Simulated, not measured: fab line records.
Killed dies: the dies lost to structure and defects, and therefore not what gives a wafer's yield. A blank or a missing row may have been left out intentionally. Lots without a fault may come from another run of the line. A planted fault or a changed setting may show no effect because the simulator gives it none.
Matching of chambers / flow n5 finfet / 3 sister chambers for N5_FIN_SAQP_HM_DEP_03 on pecvd-02
The step deposits SiNx from SiH4/NH3/N2, target thk 38 nm, time 33.6 s. 3 wafers are shown with their chamber, then 11 later ones without.

## EACH WAFER AND ITS CHAMBER
wafer=L087.2; chamber=1; showerhead plenum p Torr (Torr)=5.13
wafer=L087.5; chamber=0; showerhead plenum p Torr (Torr)=5.29
wafer=L092.1; chamber=2; showerhead plenum p Torr (Torr)=5.08

## WAFERS MISSING THEIR CHAMBER
wafer=L092.2; showerhead plenum p Torr (Torr)=5.14
wafer=L092.5; showerhead plenum p Torr (Torr)=5.07
wafer=L093.1; showerhead plenum p Torr (Torr)=5.30
wafer=L093.3; showerhead plenum p Torr (Torr)=5.29
wafer=L093.5; showerhead plenum p Torr (Torr)=5.30
wafer=L094.1; showerhead plenum p Torr (Torr)=5.31
wafer=L094.4; showerhead plenum p Torr (Torr)=5.08
wafer=L094.5; showerhead plenum p Torr (Torr)=5.30
wafer=L097.4; showerhead plenum p Torr (Torr)=5.31
wafer=L097.5; showerhead plenum p Torr (Torr)=5.30
wafer=L097.6; showerhead plenum p Torr (Torr)=5.08

## CHAMBER TAKEN BY EACH
wafer=L092.2; from the rows above=1; in truth=1
wafer=L092.5; from the rows above=2; in truth=2
wafer=L093.1; from the rows above=0; in truth=0
wafer=L093.3; from the rows above=0; in truth=0
wafer=L093.5; from the rows above=0; in truth=0
wafer=L094.1; from the rows above=0; in truth=0
wafer=L094.4; from the rows above=2; in truth=2
wafer=L094.5; from the rows above=0; in truth=0
wafer=L097.4; from the rows above=0; in truth=0
wafer=L097.5; from the rows above=0; in truth=0
wafer=L097.6; from the rows above=2; in truth=2
Placed correctly: 11 of 11. Number that these rows cannot place: 0. Number placed wrongly: 0.
How it was worked out, from the rows above alone: a wafer's distance from a chamber is the root of the sum, over the readings, of the square of ((its reading less the chamber's mean) divided by the reading's scatter). The wafer belongs to the nearest chamber; if the next one is less than 2 further off, it can't be placed. Each chamber's mean is taken over the wafers shown for it. The scatter (one wafer shown for each chamber): square how far every hidden wafer sits from the nearest shown wafer, average those squares and take the square root.
